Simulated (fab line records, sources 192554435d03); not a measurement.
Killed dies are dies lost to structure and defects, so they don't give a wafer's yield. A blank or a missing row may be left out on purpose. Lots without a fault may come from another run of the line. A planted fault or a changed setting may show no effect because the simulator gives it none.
Split-lot experiment | flow n5_finfet | 7 lots, 39 wafers read, on a route of 1938 steps

THE SPLIT
At N5_DUMMY_GATE_CVD_03 (deposits a-Si from SiH4, target thk 150 nm, time 8042 s), the setting target_thk_a was moved away from the recipe's 1500 angstrom on 30 of the 39 wafers read, by -28.6% to +29.6%. The other wafers ran this setting at the recipe's value.

The reading is taken at the split's own step.

THE READING
a-Si_of_DUMMY_GATE_CVD_03.thk_nm (the simulator's own value, which no gauge read), in nm, at N5_DUMMY_GATE_CVD_03 (deposits a-Si from SiH4, target thk 150 nm, time 8042 s). The file gives no usual value for it. The 9 wafers here that ran the recipe average 149.6 nm, standard deviation 0.76 nm.

wafer  | tool, chamber at the split | target_thk_a as run, angstrom | against the recipe | a-Si_of_DUMMY_GATE_CVD_03.thk_nm, nm | against lot-mates on the recipe
L076.1 | -, -                       | 1944                          | +29.6%             | 193.2                                | no lot-mate on the recipe
L076.2 | -, -                       | 1944                          | +29.6%             | 193.4                                | no lot-mate on the recipe
L076.3 | -, -                       | 1944                          | +29.6%             | 193                                  | no lot-mate on the recipe
L076.4 | -, -                       | 1944                          | +29.6%             | 194.2                                | no lot-mate on the recipe
L076.5 | -, -                       | 1944                          | +29.6%             | 193.8                                | no lot-mate on the recipe
L076.6 | -, -                       | 1944                          | +29.6%             | 192.8                                | no lot-mate on the recipe
L081.1 | -, -                       | 1500                          | recipe             | 149                                  | -
L081.3 | -, -                       | 1500                          | recipe             | 149                                  | -
L081.2 | -, -                       | 1500                          | recipe             | 149.8                                | -
L081.4 | -, -                       | 1500                          | recipe             | 149.4                                | -
L081.5 | -, -                       | 1500                          | recipe             | 149.2                                | -
L081.6 | -, -                       | 1500                          | recipe             | 148.8                                | -
L082.1 | -, -                       | 1071                          | -28.6%             | 109.8                                | no lot-mate on the recipe
L082.2 | -, -                       | 1071                          | -28.6%             | 108.6                                | no lot-mate on the recipe
L082.3 | -, -                       | 1071                          | -28.6%             | 109                                  | no lot-mate on the recipe
L082.4 | -, -                       | 1071                          | -28.6%             | 109                                  | no lot-mate on the recipe
L082.5 | -, -                       | 1071                          | -28.6%             | 107.8                                | no lot-mate on the recipe
L082.6 | -, -                       | 1071                          | -28.6%             | 107.8                                | no lot-mate on the recipe
L087.1 | -, -                       | 1830                          | +22.0%             | 180.2                                | no lot-mate on the recipe
L087.5 | -, -                       | 1830                          | +22.0%             | 180.2                                | no lot-mate on the recipe
L087.2 | -, -                       | 1830                          | +22.0%             | 180.6                                | no lot-mate on the recipe
L087.3 | -, -                       | 1830                          | +22.0%             | 181.4                                | no lot-mate on the recipe
L087.4 | -, -                       | 1830                          | +22.0%             | 181.6                                | no lot-mate on the recipe
L087.6 | -, -                       | 1830                          | +22.0%             | 179.8                                | no lot-mate on the recipe
L089.1 | -, -                       | 1120                          | -25.3%             | 110.2                                | no lot-mate on the recipe
L089.2 | -, -                       | 1120                          | -25.3%             | 110.2                                | no lot-mate on the recipe
L089.3 | -, -                       | 1120                          | -25.3%             | 112                                  | no lot-mate on the recipe
L089.4 | -, -                       | 1120                          | -25.3%             | 112.2                                | no lot-mate on the recipe
L089.5 | -, -                       | 1120                          | -25.3%             | 112.2                                | no lot-mate on the recipe
L089.6 | -, -                       | 1120                          | -25.3%             | 112.4                                | no lot-mate on the recipe
L092.1 | lpcvd-02, 1/15             | 1500                          | recipe             | 149.8                                | -
L092.2 | lpcvd-02, 1/20             | 1500                          | recipe             | 151.4                                | -
L092.4 | lpcvd-02, 1/29             | 1500                          | recipe             | 150.2                                | -
L093.1 | -, -                       | 1146                          | -23.6%             | 114.8                                | no lot-mate on the recipe
L093.2 | -, -                       | 1146                          | -23.6%             | 114.8                                | no lot-mate on the recipe
L093.5 | -, -                       | 1146                          | -23.6%             | 114.8                                | no lot-mate on the recipe
L093.3 | -, -                       | 1146                          | -23.6%             | 116.6                                | no lot-mate on the recipe
L093.4 | -, -                       | 1146                          | -23.6%             | 114                                  | no lot-mate on the recipe
L093.6 | -, -                       | 1146                          | -23.6%             | 115.2                                | no lot-mate on the recipe

THE FIT
A straight line over all 39 wafers: a-Si_of_DUMMY_GATE_CVD_03.thk_nm changes by +1.46 nm for each +1% of target_thk_a; r = +1.00; the points scatter about the line by 1.1 nm.
Too few moved wafers have a lot-mate on the recipe to fit a line with each lot's own level taken away.

THE WHOLE CHAIN: every reading that the file lists as answering this split, in the file's order
step                 | what it does                                            | reading                                                                           | change (the file's fit)              | r (the file's)
N5_DUMMY_GATE_CVD_03 | deposits a-Si from SiH4, target thk 150 nm, time 8042 s | a-Si_of_DUMMY_GATE_CVD_03.thk_nm (the simulator's own value, which no gauge read) | +1.46 nm for each +1% of the setting | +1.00
N5_DUMMY_GATE_CMP_04 | polishes a-Si                                           | time_to_endpoint_s                                                                | withheld for each +1% of the setting | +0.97

THE FILE'S OWN FIT
a-Si_of_DUMMY_GATE_CVD_03.thk_nm changes by +1.46 nm for each +1% of target_thk_a, r = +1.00.
